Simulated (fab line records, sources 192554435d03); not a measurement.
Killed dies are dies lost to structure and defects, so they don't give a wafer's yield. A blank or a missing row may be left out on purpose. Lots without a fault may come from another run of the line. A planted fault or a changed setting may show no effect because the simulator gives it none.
Split-lot experiment | flow n5_finfet | 7 lots, 21 wafers read, on a route of 1938 steps

THE SPLIT
At N5_BEOL_M0_SAQP_COAT_81 (time 60 s, resist thk 100 nm), the setting spin_rpm was moved away from the recipe's 1500 rpm on 6 of the 21 wafers read, by -10.6% to +9.8%. The other wafers ran this setting at the recipe's value.

FROM THE SPLIT TO THE READING: what the file shows between them, 8 steps
- N5_BEOL_M0_SAQP_COAT_08: resist thk 90 nm (also split here: spin_rpm)
- N5_BEOL_M0_SAQP_EBR_10
- N5_BEOL_M0_SAQP_SOFTBAKE_09: time 60 s
- N5_BEOL_M0_SAQP_EXPOSE_11: exposes mask M0 CORE, target cd 42 nm
- N5_BEOL_M0_SAQP_PEB_12: peb time 60 s
- N5_BEOL_M0_SAQP_DEVELOP_13: develop time 30 s
- N5_BEOL_M0_SAQP_DESCUM_19: chemistry O2, time 7.9 s
- N5_BEOL_M0_SAQP_ETCH_83: etches SiARC in CF4, target depth 39 nm, time 65 s

THE READING
etch.depth_nm (the simulator's own value, which no gauge read), in nm, at N5_BEOL_M0_SAQP_ETCH_84 (etches SOC in N2/H2, target depth 100 nm, overetch 20 nm, time 150 s). The file gives no usual value for it. The 15 wafers here that ran the recipe average 100.31 nm, standard deviation 0.21 nm.

wafer  | tool, chamber at the split | spin_rpm as run, rpm | against the recipe | etch.depth_nm, nm | against lot-mates on the recipe
L074.2 | litho_track-02, 0          | 1647                 | +9.8%              | 95.71             | -4.64
L074.3 | litho_track-02, 0          | 1500                 | recipe             | 100.5             | -
L074.5 | litho_track-02, 0          | 1500                 | recipe             | 100.2             | -
L078.2 | litho_track-01, 0          | 1500                 | recipe             | 100.1             | -
L078.4 | litho_track-01, 0          | 1500                 | recipe             | 100.1             | -
L078.5 | litho_track-01, 0          | 1500                 | recipe             | 100.3             | -
L082.1 | litho_track-01, 0          | 1500                 | recipe             | 100.5             | -
L082.3 | litho_track-01, 0          | 1500                 | recipe             | 100.3             | -
L082.5 | litho_track-01, 0          | 1367                 | -8.9%              | 105.3             | +4.90
L088.3 | litho_track-04, 0          | 1500                 | recipe             | 100               | -
L088.4 | litho_track-04, 0          | 1500                 | recipe             | 100.1             | -
L088.6 | litho_track-04, 0          | 1500                 | recipe             | 100.3             | -
L094.1 | litho_track-04, 0          | 1631                 | +8.7%              | 96.28             | -3.82
L094.5 | litho_track-04, 0          | 1631                 | +8.7%              | 96.06             | -4.04
L094.6 | litho_track-04, 0          | 1500                 | recipe             | 100.1             | -
L095.1 | litho_track-01, 0          | 1341                 | -10.6%             | 106.2             | +5.70
L095.2 | litho_track-01, 0          | 1500                 | recipe             | 100.5             | -
L095.4 | litho_track-01, 0          | 1341                 | -10.6%             | 106.3             | +5.80
L096.4 | litho_track-01, 0          | 1500                 | recipe             | 100.5             | -
L096.5 | litho_track-01, 0          | 1500                 | recipe             | 100.8             | -
L096.6 | litho_track-01, 0          | 1500                 | recipe             | 100.3             | -

THE FIT
A straight line over all 21 wafers: etch.depth_nm changes by -0.52 nm for each +1% of spin_rpm; r = -1.00; the points scatter about the line by 0.28 nm.
The same after taking each lot's own level away (the mean of its wafers on the recipe; 21 wafers): -0.506 nm for each +1%; r = -1.00; scatter 0.24 nm.
On that fit, the largest move of spin_rpm shifts the reading by 5.4 nm.
The lots' own levels span 100.100 to 100.533 nm, that is 2.1 times the standard deviation above.
So the lot-to-lot level changes the slope little: the two slopes agree.
Check: with one of the wafers moved furthest among these (-10.6%) left out of the fit, the line predicts +5.41 nm for it against its lot-mates. It came out at +5.7 nm against them.

OTHER SPLITS ON THESE WAFERS
These wafers also went through other splits before the reading. Each is held against what the fit with the lots' levels taken away leaves over:
other split on the same wafers        | wafers away from the commonest value | r with etch.depth_nm (lot level and that fit taken away)
N5_GATE_CUT_COAT_07 spin_rpm          | 7                                    | -0.39
N5_MOL_CONTACT_COAG_EXPOSE_81 dose_mj | 6                                    | +0.01
N5_BEOL_M0_SAQP_COAT_08 spin_rpm      | 5                                    | -0.27

THE WHOLE CHAIN: every reading that the file lists as answering this split, in the file's order
step                    | what it does                                                         | reading                                                                             | change (the file's fit)               | r (the file's)
N5_BEOL_M0_SAQP_COAT_81 | time 60 s, resist thk 100 nm                                         | SOC_of_BEOL_M0_SAQP_COAT_81.thk_nm (the simulator's own value, which no gauge read) | -0.499 nm for each +1% of the setting | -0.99
N5_BEOL_M0_SAQP_ETCH_84 | etches SOC in N2/H2, target depth 100 nm, overetch 20 nm, time 150 s | etch.depth_nm (the simulator's own value, which no gauge read)                      | -0.506 nm for each +1% of the setting | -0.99

THE FILE'S OWN FIT
etch.depth_nm changes by -0.506 nm for each +1% of spin_rpm, r = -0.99.
